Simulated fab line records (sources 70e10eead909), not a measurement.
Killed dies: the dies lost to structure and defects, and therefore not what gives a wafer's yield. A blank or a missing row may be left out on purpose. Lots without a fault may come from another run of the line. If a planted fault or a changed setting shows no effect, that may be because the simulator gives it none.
What tool caused it? | flow nand-harc | 33 wafers from 11 lots sampled at 5 of the route's 1302 steps

== WHAT THE GAUGES SHOWED, per wafer ==
NHARC_END_SORT_01.
lot  | measured     | on        | killed-at-array | killed-at-other | killed-at-periphery | killed-dies | killed-open | killed-short
L344 | day 28 20:35 | prober-02 | 673 673 673     | 0 1 0           | 4 3 4               | 677 677 677 | 1 4 1       | 1 4 3
L343 | day 28 20:32 | prober-01 | 673 675 673     | 1 1 2           | 3 1 2               | 677 677 677 | 4 1 3       | 0 2 1
L345 | day 29 11:46 | prober-02 | 673 670 672     | 1 1 2           | 3 6 3               | 677 677 677 | 2 6 5       | 4 4 4

== EACH LOT AND THE TOOL THAT RAN IT (in order: tool; ch and the chambers of the sampled wafers; start) ==
lot  | NHARC_A_CONTACT_ETCH_136             | NHARC_A_CONTACT_ETCH_139             | NHARC_A_CONTACT_ETCH_92            | NHARC_A_BLC_ETCH_17
L334 | har-cap-etch-02 ch 0,1, day 23 01:35 | har-cap-etch-02 ch 0,1, day 23 02:24 | rie-diel-04 ch 0,1,3, day 23 02:53 | rie-diel-05 ch 1,2, day 23 06:25
L336 | har-cap-etch-03 ch 1, day 23 15:14   | har-cap-etch-03 ch 1, day 23 16:04   | rie-diel-04 ch 0,1, day 23 16:34   | rie-diel-02 ch 0,2, day 23 20:10
L340 | har-cap-etch-02 ch 0,1, day 25 12:34 | har-cap-etch-02 ch 0,1, day 25 13:23 | rie-diel-08 ch 0,1,2, day 25 13:54 | rie-diel-05 ch 0,1,2, day 25 17:26
L344 | har-cap-etch-01 ch 1, day 26 19:04   | har-cap-etch-01 ch 1, day 26 19:53   | rie-diel-04 ch 0,2,3, day 26 20:27 | rie-diel-05 ch 1,2,3, day 27 00:05
L343 | har-cap-etch-03 ch 0,1, day 26 20:49 | har-cap-etch-03 ch 0,1, day 26 21:37 | rie-diel-04 ch 0,1,2, day 26 22:11 | rie-diel-05 ch 0,3, day 27 01:44
L345 | har-cap-etch-03 ch 0,1, day 27 10:26 | har-cap-etch-03 ch 0,1, day 27 11:32 | rie-diel-11 ch 1,2,3, day 27 12:05 | rie-diel-05 ch 2,3, day 27 15:40
L347 | har-cap-etch-03 ch 0,1, day 28 16:32 | har-cap-etch-03 ch 0,1, day 28 17:22 | rie-diel-04 ch 1,3, day 28 17:55   | rie-diel-02 ch 0,1, day 28 21:26
L352 | har-cap-etch-02 ch 0,1, day 30 09:45 | har-cap-etch-02 ch 0,1, day 30 10:34 | rie-diel-04 ch 0,1,3, day 30 11:08 | rie-diel-02 ch 1,2,3, day 30 14:37
L354 | har-cap-etch-02 ch 0,1, day 31 08:21 | har-cap-etch-02 ch 0,1, day 31 09:10 | rie-diel-04 ch 0,1,2, day 31 09:44 | rie-diel-05 ch 1,2,3, day 31 13:50
L355 | har-cap-etch-03 ch 0, day 31 16:11   | har-cap-etch-03 ch 0, day 31 17:00   | rie-diel-08 ch 1,2, day 31 17:32   | rie-diel-05 ch 0,2, day 31 21:30
L356 | har-cap-etch-03 ch 0,1, day 31 18:03 | har-cap-etch-03 ch 0,1, day 31 18:52 | rie-diel-08 ch 0,1,3, day 31 19:23 | rie-diel-05 ch 0,2,3, day 31 22:55
- NHARC_A_CONTACT_ETCH_136: etches the open film in C4F8/O2/Ar, time 311 s, target depth 1912 nm.
- NHARC_A_CONTACT_ETCH_139: etches the open film in C4F8/O2/Ar, time 195 s, target depth 840 nm.
- NHARC_A_CONTACT_ETCH_92: etches the open film in CH3F/O2, target depth 40 nm, time 85.7 s.
- NHARC_A_BLC_ETCH_17: etches the open film in N2/H2, target depth 390 nm, time 609.38 s.

== AS READ BY THE TOOLS THEMSELVES (means over the sampled wafers that have a number; for cases with no such wafer, the mark the record gives instead) ==
NHARC_A_CONTACT_ETCH_136.
lot  | tool            | chamber-pressure-mTorr (mTorr) | oes-air-line-au (a.u.)
L334 | har-cap-etch-02 | 20.001                         | 0.989
L336 | har-cap-etch-03 | 20.003                         | 0.983
L340 | har-cap-etch-02 | 19.994                         | 1.023
L344 | har-cap-etch-01 | 19.992                         | 1.002
L343 | har-cap-etch-03 | 19.995                         | 1.015
L345 | har-cap-etch-03 | 20.004                         | 0.988
L347 | har-cap-etch-03 | 20.004                         | 0.997
L352 | har-cap-etch-02 | 19.987                         | 0.979
L354 | har-cap-etch-02 | 19.989                         | 0.993
L355 | har-cap-etch-03 | 20.003                         | 0.967
L356 | har-cap-etch-03 | 19.980                         | 1.004

NHARC_A_CONTACT_ETCH_139.
lot  | tool            | chamber-pressure-mTorr (mTorr) | oes-air-line-au (a.u.)
L334 | har-cap-etch-02 | 20.015                         | 1.011
L336 | har-cap-etch-03 | 20.005                         | 0.999
L340 | har-cap-etch-02 | 19.988                         | 1.009
L344 | har-cap-etch-01 | 19.991                         | 0.990
L343 | har-cap-etch-03 | 19.986                         | 0.995
L345 | har-cap-etch-03 | 19.993                         | 1.000
L347 | har-cap-etch-03 | 19.991                         | 1.022
L352 | har-cap-etch-02 | 20.006                         | 1.003
L354 | har-cap-etch-02 | 20.026                         | 1.003
L355 | har-cap-etch-03 | 20.000                         | 1.011
L356 | har-cap-etch-03 | 20.015                         | 0.977

NHARC_A_CONTACT_ETCH_92.
lot  | tool        | bias-w (W) | ch3f-flow-sccm (sccm) | drypump-motor-current-A (A) | o2-flow-sccm (sccm) | oes-product-au (a.u.) | rf-fwd-power-W (W) | rf-vpp-V (V) | showerhead-plenum-p-Torr (Torr) | throttle-valve-pct (%)
L334 | rie-diel-04 | 100.02     | 49.94                 | 5.6                         | 29.95               | 0.91                  | 497.2              | 244.8        | 2.49                            | 20.659
L336 | rie-diel-04 | 100.11     | 50.10                 | 5.1                         | 29.98               | 0.99                  | 495.6              | 246.5        | 2.59                            | 20.665
L340 | rie-diel-08 | 99.86      | 50.01                 | 5.6                         | 29.98               | 0.93                  | 496.3              | 246.5        | 2.57                            | 20.671
L344 | rie-diel-04 | 99.91      | 50.03                 | 5.6                         | 29.96               | 0.92                  | 495.2              | 244.2        | 2.42                            | 20.668
L343 | rie-diel-04 | 99.85      | 50.07                 | 5.4                         | 30.03               | 0.92                  | 494.9              | 245.2        | 2.52                            | 20.663
L345 | rie-diel-11 | 100.18     | 50.06                 | 5.7                         | 29.93               | 1.01                  | 497.1              | 244.6        | 2.47                            | 20.667
L347 | rie-diel-04 | 100.15     | 50.05                 | 5.8                         | 30.03               | 0.92                  | 496.6              | 244.8        | 2.48                            | 20.669
L352 | rie-diel-04 | 99.94      | 49.94                 | 5.6                         | 30.08               | 0.93                  | 495.7              | 244.4        | 2.48                            | 20.665
L354 | rie-diel-04 | 100.05     | 50.05                 | 5.4                         | 30.06               | 0.92                  | 498.0              | 244.8        | 2.52                            | 20.657
L355 | rie-diel-08 | 99.69      | 50.05                 | 5.9                         | 30.01               | 1.00                  | 496.2              | 245.9        | 2.57                            | 20.654
L356 | rie-diel-08 | 99.67      | 50.12                 | 5.5                         | 29.94               | 1.00                  | 497.3              | 244.7        | 2.51                            | 20.664

NHARC_A_BLC_ETCH_17.
lot  | tool        | bias-w (W) | chamber-pressure-mTorr (mTorr) | drypump-motor-current-A (A) | oes-product-au (a.u.) | rf-fwd-power-W (W) | rf-vpp-V (V) | showerhead-plenum-p-Torr (Torr) | throttle-valve-pct (%)
L334 | rie-diel-05 | 150.2      | 30.011                         | 6.3                         | 0.995                 | 399.3              | 428.6        | 1.96                            | 14.166
L336 | rie-diel-02 | 150.2      | 29.989                         | 5.1                         | 0.998                 | 400.2              | 425.6        | 1.91                            | 14.169
L340 | rie-diel-05 | 150.1      | 30.004                         | 6.3                         | 0.998                 | 400.0              | 431.1        | 2.05                            | 14.166
L344 | rie-diel-05 | -          | -                              | -                           | -                     | -                  | -            | -                               | -
L343 | rie-diel-05 | -          | -                              | -                           | -                     | -                  | -            | -                               | -
L345 | rie-diel-05 | -          | -                              | -                           | -                     | -                  | -            | -                               | -
L347 | rie-diel-02 | 149.3      | 29.976                         | 5.4                         | 1.001                 | 399.3              | 428.6        | 1.94                            | 14.174
L352 | rie-diel-02 | 150.1      | 29.990                         | 5.8                         | 1.003                 | 397.9              | 430.0        | 2.01                            | 14.171
L354 | rie-diel-05 | 149.9      | 30.010                         | 6.2                         | 1.003                 | 397.7              | 428.1        | 1.96                            | 14.169
L355 | rie-diel-05 | 149.7      | 30.005                         | 6.1                         | 0.993                 | 400.4              | 430.4        | 2.00                            | 14.176
L356 | rie-diel-05 | 150.2      | 29.991                         | 6.0                         | 1.001                 | 400.5              | 429.6        | 2.01                            | 14.177

== THE ANSWER, worked out from the rows above alone ==
Rule: what is usual is taken from the lots themselves. The widest of any qualifying gaps counts: lots, ordered by their means at a reading, are off when they make up no more than a third of the lots, leave a main group of 4 or more, and stand apart from it by 3 or more times the standard deviation of that group's means. If all means in a main group match to the digits the tables above print for the reading, that group is not used. Also off: a lot with no number at a reading for which 4 or more lots have one. Any other lot the step has rows for is counted as sound. First the gauges in route order, then the tools' own readings, where a lot's mean is used as printed above. At the first step where some lot is off, the reading lying furthest off is the one used; lots without a number count as furthest.
Off, at NHARC_A_BLC_ETCH_17 on bias-w: L344, L343, L345. Without a number there: L344, L343, L345. The main group: mean 150.0 W, standard deviation 0.3.
If a tool, at that step or one of the process steps before it, ran each lot that is off and ran no sound lot following the first of them, it fits. None of those tried fits.

== WHAT THE SIMULATOR HAD PUT IN ==
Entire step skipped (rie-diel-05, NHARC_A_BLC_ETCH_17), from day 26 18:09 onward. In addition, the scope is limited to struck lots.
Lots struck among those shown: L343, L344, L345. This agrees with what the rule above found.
